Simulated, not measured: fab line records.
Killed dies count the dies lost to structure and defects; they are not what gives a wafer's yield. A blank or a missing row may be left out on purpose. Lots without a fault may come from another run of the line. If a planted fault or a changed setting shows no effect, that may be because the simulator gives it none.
fab line records | flow nandHarc
record: lots: 13 wafers: 39 lastDay: 34
route steps=1302 shown P_GATE@155 END@1302
lots with no fault: from the same line, run without faults
startH: the number of hours between the record's first day and the start of the first shown wafer of the lot | waitH: hours since the lot's step before | " same as the row above | L1.1+2: a row that stands for several wafers | - no value, or no start given | * or withheld: withheld | < > ~ a bound
route shown NAME@n: a module of which the file shows steps, and the number in the route of the first | usual: the fault-free wafers' mean and standard deviation | same: alike in all rows | chamber/n: place in a boat | sites: per-site readings | _std_site: the values' standard deviation | _edge_site: inner sites' mean taken away from outer sites' mean | radiusMm: how far each site lies from the wafer's centre | mask NAME#n: copy n | behind: the tool/chamber that last shaped the wafer | hold: what put the lot on hold/how long, in hours/how the hold closed | device: whichever transistor did not switch (one of n, p or np) | end of line: tests run on the same wafers once the route is complete | a step without rows: its recipe alone | killed: not the wafer's yield, but the dies lost to structure and defects at the first sort | map: shows each die of a wafer: x if killed, . if not, _ if none is there
set.NAME: the setting as run; set.NAME@STEP: as run at that earlier step | model.NAME: the simulator's own value behind a step, which no gauge read
one table for each step of the route and one row for each wafer, over a sample of lots
services: the hour from which a tool's chamber was out of use, counted from the record's first day as startH (under 0 if before that day), plus the number of hours and why
== steps ==
step: NHARC_P_GATE_ALD_36
recipe: targetThkA: 200 pulseTimeS: 60 aldCycles: 223 tempC: 400 material: SiNx
usual: heaterPowerW: 830/110 precursorPulseHeightRel: 0.999/0.021
columns lot.wafer tool chamber startH waitH heaterPowerW precursorPulseHeightRel sinceWetCleanH
L982.4 aldSin-02 2 107.73 - 757 0.987 160
L982.1 " 0 109.82 - 812 0.991 162
L982.6 " 1 110.87 - 787 0.971 -
L984.3 aldSin-01 3 120.89 - 715 0.981 74
L984.5 " 1 123.01 - 733 0.994 -
L984.6 " 2 124.07 - 964 1.010 -
L986.4 aldSin-02 2 137.06 - 806 1.035 11
L986.5 " 0 139.16 - 792 0.970 -
L986.6 " 1 140.21 - 810 1.000 -
L987.4 aldSin-01 2 151.42 - 980 1.040 105
L987.2 " 3 152.48 - 725 1.002 106
L987.1 " 0 153.53 - 672 1.039 107
L990.3 aldSin-01 1 181.11 - 741 1.000 134
L990.1 " 2 182.17 - 979 1.017 135
L990.5 " 1 185.36 - 719 0.986 -
L994.2 aldSin-02 0 215.32 - 782 0.978 89
L994.5 " 0 219.56 - 790 0.996 -
L994.6 " 1 220.62 - 803 0.979 -
L997.2 aldSin-01 0 242.79 - 646 0.996 18
L997.3 " 3 245.96 - 729 0.982 21
L997.6 " 1 248.07 - 725 1.013 -
L998.1 aldSin-03 1 264.49 - 1055 0.991 80
L998.3 " 2 265.54 - 759 1.009 81
L998.2 " 3 266.59 - 826 0.996 82
L999.1 aldSin-01 1 270.11 - 711 0.974 45
L999.3 " 2 271.17 - 969 0.998 46
L999.2 " 3 272.22 - 722 1.021 47
L102.1 aldSin-01 2 306.12 - 946 1.002 81
L102.3 " 1 309.24 - 726 1.046 84
L102.5 " 3 311.33 - 742 1.030 -
L103.2 aldSin-02 1 307.99 - 832 1.029 4
L103.1 " 2 309.05 - 790 1.006 5
L103.3 " 3 310.10 - 819 1.000 6
L104.3 aldSin-03 0 317.28 - 914 1.012 133
L104.1 " 2 319.41 - 734 1.024 135
L104.4 " 3 320.47 - 846 0.992 136
L105.2 aldSin-02 2 338.44 - 782 1.018 34
L105.6 " 3 339.49 - 799 1.005 -
L105.5 " 0 340.54 - 824 0.973 -
step: NHARC_P_GATE_CD_MEAS_91
recipe: targetCdNm: 2000 landingEnergyEv: 500
usual: cdNm: 1998.7/2.3
columns lot.wafer tool chamber startH waitH cdNm
L982.1 cdSem-01 0 120.67 - 1996.9
L982.4 " 0 " " 1999.4
L982.6 " 0 " " 2000.0
L984.3 cdSem-01 0 132.71 - 1996.4
L984.5 " 0 " " 1997.4
L984.6 " 0 " " 1997.7
L986.4 cdSem-01 0 149.08 - 1999.1
L986.5 " 0 " " 2001.2
L986.6 " 0 " " 1999.9
L987.1 cdSem-01 0 164.20 - 2001.1
L987.2 " 0 " " 1997.9
L987.4 " 0 " " 2000.6
L990.1 cdSem-02 0 195.14 - 1997.3
L990.3 " 0 " " 1997.6
L990.5 " 0 " " 1997.6
L994.2 cdSem-02 0 229.20 - 1992.5
L994.5 " 0 " " 1997.3
L994.6 " 0 " " 1997.3
L997.2 cdSem-03 0 256.94 - 1994.3
L997.3 " 0 " " 1997.3
L997.6 " 0 " " 1995.8
L998.1 cdSem-01 0 277.14 - 2000.0
L998.2 " 0 " " 2002.2
L998.3 " 0 " " 1999.2
L999.1 cdSem-01 0 284.21 - 1998.1
L999.2 " 0 " " 2002.2
L999.3 " 0 " " 1999.7
L102.1 cdSem-03 0 319.89 - 2003.4
L102.3 " 0 " " 1999.2
L102.5 " 0 " " 2000.1
L103.1 cdSem-01 0 321.03 - 1997.3
L103.2 " 0 " " 1995.9
L103.3 " 0 " " 1998.3
L104.1 cdSem-02 0 331.34 - 1999.4
L104.3 " 0 " " 1999.3
L104.4 " 0 " " 1998.7
L105.2 cdSem-03 0 349.67 - 2004.6
L105.5 " 0 " " 2003.6
L105.6 " 0 " " 1999.7
step: NHARC_P_GATE_STRIP_113
recipe: powerW: 1500 tempC: 110 timeS: 740 chemistry: N2/H2
usual: drypumpMotorCurrentA: 6.03/0.13 heaterPowerW: 88/8.5
columns lot.wafer tool chamber startH waitH drypumpMotorCurrentA heaterPowerW rfHoursCounterH
L982.1 plasmaAsher-02 1 121.20 0.2 6.10 92 2
L982.4 " 0 " " 5.82 73 -
L982.6 " 0 " " 5.83 73 -
L984.3 plasmaAsher-02 0 133.59 0.5 5.80 73 -
L984.6 " 1 " " 6.14 92 -
L984.5 " 0 " " 5.81 75 -
L986.4 plasmaAsher-01 0 149.95 0.5 6.07 94 -
L986.5 " 1 " " 6.11 92 -
L986.6 " 0 " " 6.09 94 -
L987.2 plasmaAsher-02 1 164.75 0.2 6.13 95 11
L987.1 " 0 " " 5.81 73 11
L987.4 " 0 " " 5.80 74 -
L990.1 plasmaAsher-01 1 195.68 0.2 6.12 93 4
L990.3 " 1 " " 6.12 95 -
L990.5 " 1 " " 6.12 94 -
L994.2 plasmaAsher-01 0 229.73 0.2 6.04 93 11
L994.6 " 0 " " 6.08 93 -
L994.5 " 1 " " 6.12 91 -
L997.2 plasmaAsher-02 0 257.47 0.2 5.81 74 31
L997.3 " 1 " " 6.16 97 -
L997.6 " 0 " " 5.82 75 -
L998.2 plasmaAsher-01 0 277.67 0.2 - - -
L998.1 " 1 " " - - -
L998.3 " 1 " " - - -
L999.1 plasmaAsher-02 1 284.74 0.2 - - -
L999.2 " 0 " " - - -
L999.3 " 1 " " - - -
L102.1 plasmaAsher-01 0 320.42 0.2 6.09 93 31
L102.3 " 0 " " 6.07 90 -
L102.5 " 1 " " 6.11 94 -
L103.2 plasmaAsher-02 1 321.55 0.2 6.13 95 8
L103.1 " 0 " " 5.81 72 8
L103.3 " 0 " " 5.83 72 -
L104.1 plasmaAsher-02 0 331.87 0.2 5.82 72 10
L104.3 " 0 " " 5.80 70 -
L104.4 " 1 " " 6.16 93 -
L105.2 plasmaAsher-02 1 350.61 0.6 6.10 93 16
L105.6 " 0 " " 5.84 72 -
L105.5 " 1 " " 6.12 92 -
step: NHARC_P_GATE_RTA_64
recipe: tempC: 1050 timeS: 1
usual: lampPowerPct: 34.91/0.074 lamp_zone_5_pct: 34.90/0.066 wafer_temp_C_max: 1055.1/1.8
columns lot.wafer tool chamber startH waitH lampPowerPct lamp_zone_5_pct wafer_temp_C_max
L982.1 rtpAnneal-02 0 122.47 - 34.94 34.96 1055.5
L982.4 " 0 " " 35.03 34.98 1057.7
L982.6 " 0 " " 34.96 34.95 1057.7
L984.3 rtpAnneal-01 0 134.57 - 34.80 34.81 1053.2
L984.5 " 0 " " 34.81 34.77 1054.3
L984.6 " 0 " " 34.80 34.79 1053.3
L986.4 rtpAnneal-01 0 150.96 - 34.85 34.84 1053.7
L986.5 " 0 " " 34.83 34.92 1052.7
L986.6 " 0 " " 34.83 34.88 1054.4
L987.1 rtpAnneal-02 0 166.04 - 34.99 34.99 1055.3
L987.2 " 0 " " 34.97 35.01 1055.9
L987.4 " 0 " " 34.96 34.98 1056.8
L990.1 rtpAnneal-02 0 196.97 - 34.94 34.95 1058.1
L990.3 " 0 " " 34.96 35.00 1058.8
L990.5 " 0 " " 35.00 34.96 1057.5
L994.2 rtpAnneal-02 0 231.05 - 34.99 34.96 1057.1
L994.5 " 0 " " 34.96 34.97 1056.5
L994.6 " 0 " " 35.02 34.96 1055.9
L997.2 rtpAnneal-02 0 258.82 - 34.98 34.97 1056.7
L997.3 " 0 " " 34.97 35.01 1057.5
L997.6 " 0 " " 34.94 34.94 1062.2
L998.1 rtpAnneal-02 0 278.94 - 34.97 35.00 1056.9
L998.2 " 0 " " 34.97 34.96 1058.6
L998.3 " 0 " " 35.00 34.96 1056.7
L999.1 rtpAnneal-01 0 286.01 - 34.80 34.84 1053.0
L999.2 " 0 " " 34.85 34.88 1052.6
L999.3 " 0 " " 34.87 34.89 1052.1
L102.1 rtpAnneal-02 0 321.71 - 34.93 35.00 1056.9
L102.3 " 0 " " 34.94 34.93 1057.4
L102.5 " 0 " " 35.01 34.96 1057.4
L103.1 rtpAnneal-02 0 322.83 - 34.94 34.93 1055.3
L103.2 " 0 " " 34.92 34.88 1053.1
L103.3 " 0 " " 34.97 34.89 1054.4
L104.1 rtpAnneal-01 0 333.15 - 34.92 34.88 1053.9
L104.3 " 0 " " 34.87 34.89 1054.5
L104.4 " 0 " " 34.84 34.85 1054.2
L105.2 rtpAnneal-01 0 351.86 - 34.84 34.88 1053.3
L105.5 " 0 " " 34.92 34.85 1053.5
L105.6 " 0 " " 34.95 34.93 1054.4
step: NHARC_END_SORT_01
recipe: tempC: 25
usual: killedAtArray: 55/19 killedAtOther: 0.9/1.4 killedAtPeriphery: 3.8/2.9 killedDies: 60/19 killedOpen: 3.3/1.8 killedShort: 2.6/1.6
same: grossDies: 677
columns lot.wafer tool chamber startH waitH killedAtArray killedAtOther killedAtPeriphery killedDies killedOpen killedShort
L984.3 prober-01 0 590.26 3.1 69 2 0 71 2 3
L984.5 prober-01 0 591.86 3.7 79 2 4 85 4 4
L984.6 prober-01 0 592.65 4.0 69 0 0 69 4 3
L986.4 prober-01 0 610.36 3.4 43 0 7 50 3 2
L986.5 prober-01 0 611.16 3.7 46 1 9 56 2 8
L986.6 prober-01 0 611.97 4.0 43 0 7 50 1 1
L987.1 prober-02 0 623.96 2.5 79 1 11 91 3 3
L987.2 prober-02 0 624.76 2.8 83 0 2 85 2 3
L987.4 prober-02 0 626.35 3.4 85 0 6 91 4 2
L994.2 prober-02 0 668.71 2.8 40 0 10 50 3 4
L994.5 prober-02 0 671.09 3.7 33 0 9 42 2 5
L994.6 prober-02 0 671.88 4.0 33 1 6 40 5 2
killed by level:class
L984.3 A_CHANNEL_HOLE_D1:chamberFilmFlake=30 A_CHANNEL_HOLE_D2:chamberFilmFlake=14 A_CONTACT:chamberFilmFlake=9 A_SGD_CUT:chamberFilmFlake=5 A_STAIRCASE:chamberFilmFlake=4 A_ONON_D1:geometricParticle:short=1 A_SGD_CUT:geometricParticle:open=1 A_WL_FILL:geometricParticle:open=1
L984.5 A_CHANNEL_HOLE_D2:chamberFilmFlake=32 A_CHANNEL_HOLE_D1:chamberFilmFlake=31 A_CHANNEL_FILL_D1:chamberFilmFlake=3 P_M1:geometricParticle:open=2 A_STAIRCASE:chamberFilmFlake=2 A_SGD_CUT:chamberFilmFlake=2 A_CONTACT:chamberFilmFlake=2 THIN_TSV:chamberFilmFlake=2
L984.6 A_CHANNEL_HOLE_D1:chamberFilmFlake=27 A_CHANNEL_HOLE_D2:chamberFilmFlake=24 A_CONTACT:chamberFilmFlake=6 A_SGD_CUT:chamberFilmFlake=3 A_ONON_D1:geometricParticle:open=1 A_CHANNEL_HOLE_D1:geometricParticle:open=1 A_CHANNEL_FILL_D1:geometricParticle:short=1 A_DECK1_JOINT:geometricParticle:short=1
L986.4 A_CHANNEL_HOLE_D2:chamberFilmFlake=30 P_CONTACT:chamberFilmFlake=6 A_CHANNEL_HOLE_D1:chamberFilmFlake=3 A_STAIRCASE:chamberFilmFlake=3 A_ONON_D1:geometricParticle:open=1 A_CHANNEL_FILL_D1:geometricParticle:short=1 A_CHANNEL_FILL_D1:geometricParticle:open=1 A_ONON_D2:geometricParticle:short=1
L986.5 A_CHANNEL_HOLE_D2:chamberFilmFlake=31 P_CONTACT:chamberFilmFlake=4 P_ZERO_WELL:chamberFilmFlake=3 A_CHANNEL_HOLE_D1:chamberFilmFlake=3 A_STAIRCASE:chamberFilmFlake=3 P_M0:geometricParticle:short=2 A_ONON_D1:geometricParticle:short=2 A_ONON_D2:geometricParticle:short=1
L986.6 A_CHANNEL_HOLE_D2:chamberFilmFlake=40 P_CONTACT:chamberFilmFlake=4 P_ZERO_WELL:chamberFilmFlake=3 A_WL_FILL:geometricParticle:short=1 A_BLC:geometricParticle:open=1 A_STAIRCASE:chamberFilmFlake=1
L987.1 A_CHANNEL_HOLE_D1:chamberFilmFlake=37 A_SLIT:chamberFilmFlake=18 A_CHANNEL_HOLE_D2:chamberFilmFlake=6 A_CONTACT:chamberFilmFlake=6 A_ZERO_WELL:chamberFilmFlake=4 P_ZERO_WELL:chamberFilmFlake=3 P_M2:chamberFilmFlake=3 A_BLC:chamberFilmFlake=3
L987.2 A_CHANNEL_HOLE_D1:chamberFilmFlake=34 A_SLIT:chamberFilmFlake=25 A_CHANNEL_HOLE_D2:chamberFilmFlake=6 A_BLC:chamberFilmFlake=4 A_WL_FILL:chamberFilmFlake=3 A_WL_FILL:geometricParticle:short=2 A_ZERO_WELL:chamberFilmFlake=2 A_CHANNEL_FILL_D2:chamberFilmFlake=2
L987.4 A_CHANNEL_HOLE_D1:chamberFilmFlake=33 A_SLIT:chamberFilmFlake=21 A_CHANNEL_HOLE_D2:chamberFilmFlake=11 P_CONTACT:chamberFilmFlake=4 A_BLC:chamberFilmFlake=4 A_CONTACT:chamberFilmFlake=3 A_ZERO_WELL:chamberFilmFlake=2 A_DECK1_JOINT:chamberFilmFlake=2
L994.2 A_CHANNEL_HOLE_D2:chamberFilmFlake=12 A_SLIT:chamberFilmFlake=6 P_BONDPAD:chamberFilmFlake=5 A_CHANNEL_HOLE_D1:chamberFilmFlake=5 A_CONTACT:chamberFilmFlake=5 A_ONON_D1:geometricParticle:short=2 P_ZERO_WELL:chamberFilmFlake=2 A_STAIRCASE:chamberFilmFlake=2
L994.5 A_CHANNEL_HOLE_D2:chamberFilmFlake=14 P_GATE:chamberFilmFlake=5 A_CHANNEL_HOLE_D1:chamberFilmFlake=4 A_STAIRCASE:chamberFilmFlake=3 A_CONTACT:chamberFilmFlake=3 A_CHANNEL_FILL_D1:geometricParticle:short=2 P_M2:chamberFilmFlake=2 A_SLIT:chamberFilmFlake=2
L994.6 A_CHANNEL_HOLE_D2:chamberFilmFlake=13 P_BONDPAD:chamberFilmFlake=5 A_CHANNEL_HOLE_D1:chamberFilmFlake=5 A_CONTACT:chamberFilmFlake=4 A_SLIT:chamberFilmFlake=3 P_M0:geometricParticle:open=1 A_ONON_D1:geometricParticle:open=1 A_CHANNEL_FILL_D2:geometricParticle:short=1
== services ==
columns tool chamber startH hours kind
aldSin-03 - 87.75 2.2 repair
plasmaAsher-02 - 93.84 9.0 pm
plasmaAsher-02 0 93.84 9.0 ventCycle
plasmaAsher-02 1 93.84 9.0 ventCycle
plasmaAsher-02 0 102.84 - clean
plasmaAsher-02 1 102.84 - clean
aldSin-03 3 102.99 5.5 repair
aldSin-02 - 118.32 10.0 pm
plasmaAsher-01 - 165.00 9.0 pm
aldSin-02 1 180.31 10.8 repair
aldSin-03 2 239.37 6.0 repair
plasmaAsher-02 - 270.84 9.0 pm
plasmaAsher-02 0 270.84 9.0 ventCycle
plasmaAsher-02 1 270.84 9.0 ventCycle
plasmaAsher-01 - 279.12 4.4 repair
plasmaAsher-02 0 279.84 - clean
plasmaAsher-02 1 279.84 - clean
plasmaAsher-02 - 289.20 6.4 repair
aldSin-02 0 292.25 2.9 repair
aldSin-02 - 296.32 10.0 pm
plasmaAsher-02 - 317.74 1.0 repair
aldSin-02 1 325.67 2.9 repair
plasmaAsher-01 - 342.00 9.0 pm
aldSin-03 2 342.39 2.5 repair
== key ==
firstSign: step: NHARC_P_GATE_STRIP_113 reading: toolRecord direction: missing
effect none on later readings
metAt NHARC_P_GATE_STRIP_113
struckLots L998,L999
testerLeftOut L998,L999
notActingAt NHARC_P_GATE_ALD_36,NHARC_P_GATE_CD_MEAS_91,NHARC_P_GATE_RTA_64
onsetBetween 257.47 277.67
fault: kind: skippedStepWhole tool: plasmaAsher-01,plasmaAsher-02 chamber: - onsetH: 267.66 steps: NHARC_P_GATE_STRIP_113 scope: struckLotsOnly
testerLeftOut: of these lots the tester's yield and bins aren't shown, on N5 and GAA mostly nor the transistor test; their killed dies are dies lost to structure and defects alone, not to doping, threshold or leakage, so they don't give the yield
